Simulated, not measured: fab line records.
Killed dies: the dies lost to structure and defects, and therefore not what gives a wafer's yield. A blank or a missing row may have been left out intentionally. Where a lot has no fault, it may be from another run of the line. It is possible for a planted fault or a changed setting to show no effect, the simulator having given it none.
Chamber matching + flow n5Finfet + N5_BEOL_M8_STRIP_36 on rieDiel-05: 4 sister chambers
The step strips in N2/H2. 4 wafers are shown with their chamber, then 8 later ones without.

## WAFERS, EACH WITH ITS CHAMBER
| wafer  | chamber | drypumpMotorCurrentA (A) |
|--------|---------|--------------------------|
| L088.4 | 1       | 5.1                      |
| L087.3 | 2       | 5.9                      |
| L087.5 | 0       | 6.4                      |
| L092.4 | 3       | 5.7                      |

## WAFERS WHOSE CHAMBER IS MISSING
| wafer  | drypumpMotorCurrentA (A) |
|--------|--------------------------|
| L092.5 | 5.1                      |
| L092.6 | 6.4                      |
| L095.2 | 5.7                      |
| L095.3 | 6.5                      |
| L095.6 | 6.0                      |
| L096.3 | 5.9                      |
| L096.4 | 5.1                      |
| L096.5 | 5.1                      |

## WHICH CHAMBER EACH WENT THROUGH
| wafer  | from the rows above | in truth |
|--------|---------------------|----------|
| L092.5 | 1                   | 1        |
| L092.6 | 0                   | 0        |
| L095.2 | 3                   | 3        |
| L095.3 | 0                   | 0        |
| L095.6 | 2                   | 2        |
| L096.3 | 2                   | 2        |
| L096.4 | 1                   | 1        |
| L096.5 | 1                   | 1        |
8 of 8 placed correctly. Number that these rows cannot place: 0. 0 placed wrongly.
How it was worked out, from the rows above alone: a wafer's distance from a chamber is the root of the sum, over the readings, of the square of ((its reading less the chamber's mean) divided by the reading's scatter). If the next closest chamber is less than 2 further off than the closest, the wafer can't be placed; otherwise it belongs to the closest. For every chamber, the mean is computed from those of its wafers that are shown. The scatter: with one shown wafer a chamber, the root of the mean of the squares of how far each hidden wafer lies from its nearest shown one.
